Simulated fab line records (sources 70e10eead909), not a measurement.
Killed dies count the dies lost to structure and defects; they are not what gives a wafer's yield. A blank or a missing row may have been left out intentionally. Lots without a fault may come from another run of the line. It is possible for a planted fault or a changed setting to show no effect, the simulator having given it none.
Which of the tools did it? / flow nandHarc / Sampling: 12 lots, 36 wafers, 5 of 1302 route steps

== WHAT THE GAUGES READ, wafer by wafer ==
NHARC_P_CONTACT_INSPECT_27. Usual: rawDefectCount reads 313 (standard deviation 110).
lot=L286; measured=day 6 05:22; on=defectInspect-01; rawDefectCount=646 457 581; flag=
lot=L287; measured=day 6 13:22; on=defectInspect-01; rawDefectCount=388 270 197; flag=
lot=L288; measured=day 6 17:53; on=defectInspect-02; rawDefectCount=325 238 345; flag=
lot=L289; measured=day 7 12:16; on=defectInspect-02; rawDefectCount=390 422 422; flag=
lot=L291; measured=day 8 06:56; on=defectInspect-02; rawDefectCount=293 241 446; flag=
lot=L292; measured=day 8 12:22; on=defectInspect-02; rawDefectCount=624 438 232; flag=
lot=L294; measured=day 9 06:08; on=defectInspect-01; rawDefectCount=285 187 228; flag=
lot=L295; measured=day 10 00:00; on=defectInspect-01; rawDefectCount=308 289 438; flag=
lot=L296; measured=day 10 07:03; on=defectInspect-02; rawDefectCount=325 220 676; flag=
lot=L301; measured=day 12 02:23; on=defectInspect-02; rawDefectCount=253 466 285; flag=
lot=L308; measured=day 15 05:40; on=defectInspect-02; rawDefectCount=367 169 357; flag=
lot=L309; measured=day 15 21:50; on=defectInspect-02; rawDefectCount=439 699 339; flag=

NHARC_P_M0_CD_MEAS_09 targets a cd of 90 nm. Usual: cdNm reads 90.1 nm (standard deviation 0.74).
lot=L286; measured=day 6 06:08; on=cdSem-02; cdNm (nm)=89.6 89.2 90.9; flag=
lot=L287; measured=day 6 14:22; on=cdSem-02; cdNm (nm)=88.5 90.5 89.7; flag=
lot=L288; measured=day 6 18:40; on=cdSem-03; cdNm (nm)=89.1 89.7 89.0; flag=
lot=L289; measured=day 7 13:02; on=cdSem-02; cdNm (nm)=89.2 90.5 89.7; flag=
lot=L291; measured=day 8 07:56; on=cdSem-01; cdNm (nm)=89.6 89.8 89.5; flag=
lot=L292; measured=day 8 13:16; on=cdSem-03; cdNm (nm)=90.0 92.2 90.7; flag=
lot=L294; measured=day 9 07:11; on=cdSem-03; cdNm (nm)=89.1 89.9 88.8; flag=
lot=L295; measured=day 10 00:47; on=cdSem-03; cdNm (nm)=88.8 89.2 89.3; flag=
lot=L296; measured=day 10 07:50; on=cdSem-02; cdNm (nm)=91.3 89.9 89.8; flag=
lot=L301; measured=day 12 03:17; on=cdSem-03; cdNm (nm)=90.0 90.6 89.6; flag=
lot=L308; measured=day 15 06:27; on=cdSem-01; cdNm (nm)=90.0 89.8 90.0; flag=
lot=L309; measured=day 15 22:37; on=cdSem-03; cdNm (nm)=89.3 89.2 89.2; flag=

NHARC_P_M1_CD_MEAS_09 targets a cd of 130 nm. Usual: cdNm reads 130.3 nm (standard deviation 0.82).
lot=L286; measured=day 6 10:22; on=cdSem-02; cdNm (nm)=129.5 128.8 129.7; flag=
lot=L287; measured=day 6 18:17; on=cdSem-01; cdNm (nm)=131.1 129.1 130.4; flag=
lot=L288; measured=day 6 22:34; on=cdSem-03; cdNm (nm)=129.4 130.1 128.7; flag=
lot=L289; measured=day 7 17:11; on=cdSem-03; cdNm (nm)=130.1 131.8 130.0; flag=
lot=L291; measured=day 8 11:54; on=cdSem-02; cdNm (nm)=129.9 131.2 130.9; flag=
lot=L292; measured=day 8 17:12; on=cdSem-01; cdNm (nm)=130.4 131.1 130.3; flag=
lot=L294; measured=day 9 11:14; on=cdSem-02; cdNm (nm)=130.9 129.3 129.2; flag=
lot=L295; measured=day 10 05:02; on=cdSem-02; cdNm (nm)=130.0 129.1 129.7; flag=
lot=L296; measured=day 10 11:53; on=cdSem-03; cdNm (nm)=130.1 131.5 131.5; flag=
lot=L301; measured=day 12 07:20; on=cdSem-03; cdNm (nm)=130.7 129.7 129.4; flag=
lot=L308; measured=day 15 10:54; on=cdSem-02; cdNm (nm)=139.5 139.0 139.6; flag=OFF
lot=L309; measured=day 16 02:46; on=cdSem-01; cdNm (nm)=138.1 137.9 139.1; flag=OFF

NHARC_P_M1_OVL_MEAS_10: pitch 260 nm. Usual: overlayXNm 0.0 nm, standard deviation 1.1; overlayYNm 0.0 nm, standard deviation 0.88.
lot=L286; measured=day 6 10:28; on=overlay-01; overlayXNm (nm)=-0.4 -0.2 -0.6; overlayYNm (nm)=-0.8 -0.5 -0.4; flag=
lot=L287; measured=day 6 18:22; on=overlay-02; overlayXNm (nm)=-1.1 -0.3 -1.3; overlayYNm (nm)=-0.2 0.0 -0.3; flag=
lot=L288; measured=day 6 22:39; on=overlay-01; overlayXNm (nm)=1.8 1.9 1.3; overlayYNm (nm)=-0.8 -1.3 -0.5; flag=
lot=L289; measured=day 7 17:16; on=overlay-01; overlayXNm (nm)=-2.3 -2.2 -2.0; overlayYNm (nm)=1.9 2.2 2.7; flag=
lot=L291; measured=day 8 11:59; on=overlay-01; overlayXNm (nm)=0.6 1.1 0.8; overlayYNm (nm)=0.3 0.3 0.8; flag=
lot=L292; measured=day 8 17:18; on=overlay-02; overlayXNm (nm)=-0.3 0.4 -0.2; overlayYNm (nm)=0.0 0.0 0.1; flag=
lot=L294; measured=day 9 11:19; on=overlay-02; overlayXNm (nm)=0.6 -0.3 0.6; overlayYNm (nm)=0.5 0.3 0.2; flag=
lot=L295; measured=day 10 05:07; on=overlay-01; overlayXNm (nm)=-0.8 -0.9 -1.1; overlayYNm (nm)=-0.4 -0.8 -0.7; flag=
lot=L296; measured=day 10 11:58; on=overlay-02; overlayXNm (nm)=1.4 0.8 0.4; overlayYNm (nm)=-0.1 0.3 0.2; flag=
lot=L301; measured=day 12 07:26; on=overlay-02; overlayXNm (nm)=0.3 0.7 1.0; overlayYNm (nm)=1.6 1.2 1.5; flag=
lot=L308; measured=day 15 10:59; on=overlay-01; overlayXNm (nm)=1.0 0.8 0.7; overlayYNm (nm)=0.3 0.3 0.0; flag=
lot=L309; measured=day 16 02:50; on=overlay-02; overlayXNm (nm)=0.5 0.7 0.6; overlayYNm (nm)=-0.5 -1.0 -0.2; flag=

== TOOL THAT RAN EACH LOT (tool first, then ch and the chambers of the sampled wafers, then the start) ==
lot=L286; NHARC_P_M1_PEB_07=lithoTrack-04 ch 0, day 6 10:17
lot=L287; NHARC_P_M1_PEB_07=lithoTrack-04 ch 0, day 6 18:13
lot=L288; NHARC_P_M1_PEB_07=lithoTrack-06 ch 0, day 6 22:29
lot=L289; NHARC_P_M1_PEB_07=lithoTrack-04 ch 0, day 7 17:07
lot=L291; NHARC_P_M1_PEB_07=lithoTrack-04 ch 0, day 8 11:49
lot=L292; NHARC_P_M1_PEB_07=lithoTrack-04 ch 0, day 8 17:07
lot=L294; NHARC_P_M1_PEB_07=lithoTrack-01 ch 0, day 9 11:10
lot=L295; NHARC_P_M1_PEB_07=lithoTrack-06 ch 0, day 10 04:57
lot=L296; NHARC_P_M1_PEB_07=lithoTrack-01 ch 0, day 10 11:48
lot=L301; NHARC_P_M1_PEB_07=lithoTrack-06 ch 0, day 12 07:16
lot=L308; NHARC_P_M1_PEB_07=lithoTrack-04 ch 0, day 15 10:49
lot=L309; NHARC_P_M1_PEB_07=lithoTrack-04 ch 0, day 16 02:41
- NHARC_P_M1_PEB_07: peb time 65 s.

== WHAT THE TOOLS THEMSELVES READ (means of the sampled wafers that have a number; where no wafer has one, the mark that the record gives instead) ==
NHARC_P_M1_PEB_07. Usual: chillPlateTempC 23.00 C, standard deviation 0.097; heaterPowerTotalW 156.6 W, standard deviation 0.42; plateTempC 100.01 C, standard deviation 0.13.
lot=L286; tool=lithoTrack-04; chillPlateTempC (C)=22.92; heaterPowerTotalW (W)=156.4; plateTempC (C)=100.14; flag=
lot=L287; tool=lithoTrack-04; chillPlateTempC (C)=22.93; heaterPowerTotalW (W)=156.0; plateTempC (C)=99.88; flag=
lot=L288; tool=lithoTrack-06; chillPlateTempC (C)=23.03; heaterPowerTotalW (W)=156.8; plateTempC (C)=100.09; flag=
lot=L289; tool=lithoTrack-04; chillPlateTempC (C)=22.92; heaterPowerTotalW (W)=156.3; plateTempC (C)=100.08; flag=
lot=L291; tool=lithoTrack-04; chillPlateTempC (C)=23.07; heaterPowerTotalW (W)=156.6; plateTempC (C)=99.90; flag=
lot=L292; tool=lithoTrack-04; chillPlateTempC (C)=23.06; heaterPowerTotalW (W)=156.5; plateTempC (C)=100.06; flag=
lot=L294; tool=lithoTrack-01; chillPlateTempC (C)=23.08; heaterPowerTotalW (W)=156.6; plateTempC (C)=100.09; flag=
lot=L295; tool=lithoTrack-06; chillPlateTempC (C)=22.96; heaterPowerTotalW (W)=157.0; plateTempC (C)=100.02; flag=
lot=L296; tool=lithoTrack-01; chillPlateTempC (C)=22.95; heaterPowerTotalW (W)=156.3; plateTempC (C)=100.06; flag=
lot=L301; tool=lithoTrack-06; chillPlateTempC (C)=23.06; heaterPowerTotalW (W)=156.8; plateTempC (C)=99.95; flag=
lot=L308; tool=lithoTrack-04; chillPlateTempC (C)=23.08; heaterPowerTotalW (W)=162.4; plateTempC (C)=102.85; flag=OFF
lot=L309; tool=lithoTrack-04; chillPlateTempC (C)=22.98; heaterPowerTotalW (W)=162.7; plateTempC (C)=102.76; flag=OFF

== THE ANSWER, worked out from the rows above alone ==
Rule: a lot counts as off when the mean over its wafers that have a number is more than 3 standard deviations away from the usual mean. Also off: a lot with no number at a reading for which 4 or more lots have one. Where the step has rows for the other lots, those lots are counted as sound. The gauges are gone through in route order, then the tools' own readings, and for those a lot's mean is taken as printed above. At the first step where some lot is off, the reading lying furthest off is the one used; lots without a number count as furthest.
Off at NHARC_P_M1_CD_MEAS_09 (cdNm): L308, L309.
If a tool, at a process step before that reading, ran all the lots that are off and no sound lot after the first of them, it fits. Not tried: the gauges at NHARC_P_M1_CD_MEAS_09; whatever is off there is also off at NHARC_P_M1_PEB_07, on other tools, and gauge error can't account for it. One fits: lithoTrack-04 at NHARC_P_M1_PEB_07. A fault onset in the window from L292 (day 8 17:07, its last sound lot) to L308 (day 15 10:49, its first lot off) fits.
The tool's own readings at NHARC_P_M1_PEB_07 bear it out: on the lots that are off they differ by more than 5 times the standard deviation of the sound lots' means. heaterPowerTotalW reads 162.6 W there against 156.5 W on the sound lots; plateTempC reads 102.81 C there against 100.03 C on the sound lots.

== WHAT THE SIMULATOR HAD PUT IN ==
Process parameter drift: lithoTrack-04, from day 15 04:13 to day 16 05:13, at NHARC_P_M1_PEB_07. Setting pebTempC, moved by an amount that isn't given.
Struck lots among those shown: L308, L309. The rule given above showed the same thing.
